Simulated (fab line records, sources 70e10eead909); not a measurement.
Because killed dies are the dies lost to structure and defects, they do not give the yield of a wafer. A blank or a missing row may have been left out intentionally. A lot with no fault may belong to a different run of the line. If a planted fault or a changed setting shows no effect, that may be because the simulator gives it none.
The tool behind it: which one? | flow nand_harc | 14 lots, 42 wafers sampled, at 4 steps of a route of 1302

WHAT THE GAUGES READ, wafer by wafer
NHARC_P_ZERO_WELL_CD_MEAS_11: target cd 500 nm.
lot  | measured     | on        | cd_nm (nm)
L176 | day 1 21:08  | cd_sem-01 | 502.4 500.0 501.1
L177 | day 2 07:07  | cd_sem-01 | 501.5 498.9 498.2
L178 | day 2 17:14  | cd_sem-01 | 498.8 499.8 500.1
L180 | day 3 13:07  | cd_sem-01 | 500.7 502.3 498.4
L182 | day 4 09:14  | cd_sem-02 | 501.1 502.9 499.2
L183 | day 4 19:07  | cd_sem-01 | 498.6 500.9 500.3
L184 | day 5 05:14  | cd_sem-02 | 499.5 500.3 497.6
L185 | day 5 15:07  | cd_sem-03 | 500.3 500.2 500.3
L186 | day 6 01:15  | cd_sem-01 | 498.5 498.0 502.2
L193 | day 8 23:19  | cd_sem-01 | 500.5 498.0 499.0
L194 | day 9 09:15  | cd_sem-02 | 496.9 500.7 496.0
L197 | day 10 15:15 | cd_sem-02 | 497.1 500.2 498.4
L198 | day 11 01:17 | cd_sem-01 | 500.2 500.2 498.7
L199 | day 11 11:11 | cd_sem-03 | 499.8 499.4 501.1

NHARC_P_STI_CD_MEAS_09: target cd 200 nm.
lot  | measured     | on        | cd_nm (nm)
L176 | day 2 20:27  | cd_sem-03 | 196.0 199.3 198.8
L177 | day 3 07:26  | cd_sem-03 | 196.9 199.6 199.1
L178 | day 3 17:56  | cd_sem-03 | 201.5 203.5 204.0
L180 | day 4 11:59  | cd_sem-03 | 199.5 202.2 201.5
L182 | day 5 07:33  | cd_sem-02 | 200.3 197.8 197.2
L183 | day 5 15:48  | cd_sem-02 | 197.0 198.7 196.3
L184 | day 6 05:28  | cd_sem-01 | 198.4 200.4 200.5
L185 | day 6 13:10  | cd_sem-03 | 199.3 200.1 199.8
L186 | day 7 00:51  | cd_sem-03 | 202.0 200.7 203.1
L193 | day 9 20:23  | cd_sem-01 | 70.8 70.7 72.3
L194 | day 10 09:10 | cd_sem-02 | 71.2 74.1 70.7
L197 | day 11 16:12 | cd_sem-03 | 196.7 199.5 198.1
L198 | day 11 23:55 | cd_sem-02 | 200.7 196.9 197.2
L199 | day 12 12:47 | cd_sem-01 | 199.1 200.4 198.3

WHICH TOOL RAN EACH LOT (tool, then ch and the chambers of the sampled wafers, then the start)
lot  | NHARC_P_ZERO_WELL_DESCUM_39        | NHARC_P_STI_PEB_07
L176 | rie_diel-09 ch 0,1,2, day 2 00:17  | litho_track-02 ch 0, day 2 20:22
L177 | rie_diel-02 ch 1,2,3, day 2 10:21  | litho_track-07 ch 0, day 3 07:21
L178 | rie_diel-09 ch 0,2,3, day 2 20:33  | litho_track-07 ch 0, day 3 17:50
L180 | rie_diel-05 ch 1,2, day 3 16:26    | litho_track-05 ch 0, day 4 11:53
L182 | rie_diel-02 ch 0,3, day 4 12:16    | litho_track-05 ch 0, day 5 07:28
L183 | rie_diel-02 ch 0,2,3, day 4 22:08  | litho_track-02 ch 0, day 5 15:43
L184 | rie_diel-02 ch 1,2,3, day 5 08:18  | litho_track-02 ch 0, day 6 05:23
L185 | rie_diel-02 ch 0,1, day 5 18:17    | litho_track-02 ch 0, day 6 13:05
L186 | rie_diel-09 ch 0,3, day 6 04:17    | litho_track-07 ch 0, day 7 00:46
L193 | rie_diel-02 ch 0,3, day 9 02:34    | litho_track-07 ch 0, day 9 20:17
L194 | rie_diel-09 ch 0,1,3, day 9 12:11  | litho_track-07 ch 0, day 10 09:05
L197 | rie_diel-02 ch 0,1,2, day 10 18:44 | litho_track-02 ch 0, day 11 16:07
L198 | rie_diel-09 ch 0,1, day 11 04:25   | litho_track-05 ch 0, day 11 23:50
L199 | rie_diel-02 ch 1,2, day 11 14:26   | litho_track-05 ch 0, day 12 12:41
- NHARC_P_ZERO_WELL_DESCUM_39: chemistry O2, time 3 s.
- NHARC_P_STI_PEB_07: peb time 80 s.

WHAT THE TOOLS THEMSELVES READ (means of the sampled wafers that have a number; where no wafer has one, the mark that the record gives instead)
NHARC_P_ZERO_WELL_DESCUM_39.
lot  | tool        | drypump_motor_current_A (A) | oes_product_au (a.u.) | rf_vpp_V (V) | showerhead_plenum_p_Torr (Torr) | throttle_valve_pct (%)
L176 | rie_diel-09 | 5.9                         | 1.003                 | 57.3         | 1.91                            | 11.315
L177 | rie_diel-02 | 5.7                         | 0.994                 | 57.3         | 1.84                            | 11.301
L178 | rie_diel-09 | 5.8                         | 1.001                 | 57.7         | 1.94                            | 11.314
L180 | rie_diel-05 | 6.1                         | 0.988                 | 57.7         | 1.92                            | 11.311
L182 | rie_diel-02 | 6.1                         | 0.998                 | 57.7         | 1.82                            | 11.305
L183 | rie_diel-02 | 5.7                         | 0.999                 | 57.0         | 1.81                            | 11.316
L184 | rie_diel-02 | 5.6                         | 0.994                 | 57.0         | 1.83                            | 11.314
L185 | rie_diel-02 | 6.0                         | 1.001                 | 57.8         | 1.87                            | 11.309
L186 | rie_diel-09 | 5.9                         | 1.008                 | 57.7         | 1.92                            | 11.301
L193 | rie_diel-02 | 6.1                         | 1.012                 | 57.8         | 1.80                            | 11.319
L194 | rie_diel-09 | 5.5                         | 1.011                 | 57.6         | 1.92                            | 11.318
L197 | rie_diel-02 | 5.7                         | 1.000                 | 57.5         | 1.83                            | 11.320
L198 | rie_diel-09 | 6.0                         | 1.008                 | 58.1         | 1.87                            | 11.306
L199 | rie_diel-02 | 5.4                         | 1.000                 | 57.4         | 1.82                            | 11.314

NHARC_P_STI_PEB_07.
lot  | tool           | heater_power_total_W (W) | plate_temp_C (C)
L176 | litho_track-02 | 189.8                    | 127.94
L177 | litho_track-07 | 190.2                    | 127.96
L178 | litho_track-07 | 189.4                    | 128.10
L180 | litho_track-05 | 190.3                    | 127.91
L182 | litho_track-05 | 189.4                    | 128.00
L183 | litho_track-02 | 189.3                    | 128.06
L184 | litho_track-02 | 190.3                    | 127.99
L185 | litho_track-02 | 189.8                    | 127.92
L186 | litho_track-07 | 189.5                    | 127.89
L193 | litho_track-07 | 170.3                    | 117.79
L194 | litho_track-07 | 169.9                    | 117.68
L197 | litho_track-02 | 190.2                    | 128.13
L198 | litho_track-05 | 189.2                    | 127.76
L199 | litho_track-05 | 189.8                    | 127.78

THE ANSWER, worked out from the rows above alone
Rule: the usual values come from the lots themselves. Put in order of their means at a reading, lots are off if they are a third of the lots or fewer, leave a main group of 4 or more, and stand apart from it by a gap of 3 or more times the standard deviation of the main group's means; of several such gaps the widest counts. A main group whose means are all the same, to the digits that the tables above print for the reading, isn't used. A lot without any number at a reading at which 4 lots or more have one is off too. The other lots that the step has rows for count as sound. First the gauges in route order, then the tools' own readings, where a lot's mean is used as printed above. At the first step where some lot is off, the reading lying furthest off is the one used; lots without a number count as furthest.
Off: L193, L194 (NHARC_P_STI_CD_MEAS_09, cd_nm). Mean 199.5 nm and standard deviation 1.7 in the main group.
A tool fits if, at a process step before that reading, it ran every lot that is off, and no sound lot after the first of them. The gauges at NHARC_P_STI_CD_MEAS_09 aren't tried: what is off there is off at NHARC_P_STI_PEB_07 too, on other tools, and a gauge's error can't cause that. One fits: NHARC_P_STI_PEB_07 on litho_track-07. A fault onset in the window from L186 (day 7 00:46, its last sound lot) to L193 (day 9 20:17, its first lot off) fits.
The tool's own readings at NHARC_P_STI_PEB_07 bear it out: on the lots that are off they differ by more than 5 times the standard deviation of the sound lots' means. heater_power_total_W reads 170.1 W there against 189.8 W on the sound lots; plate_temp_C reads 117.74 C there against 127.95 C on the sound lots.

WHAT THE SIMULATOR HAD INSERTED
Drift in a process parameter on litho_track-07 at NHARC_P_STI_PEB_07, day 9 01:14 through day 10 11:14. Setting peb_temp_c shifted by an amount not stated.
Shown lots that were struck: L193, L194. The rule given above showed the same thing.
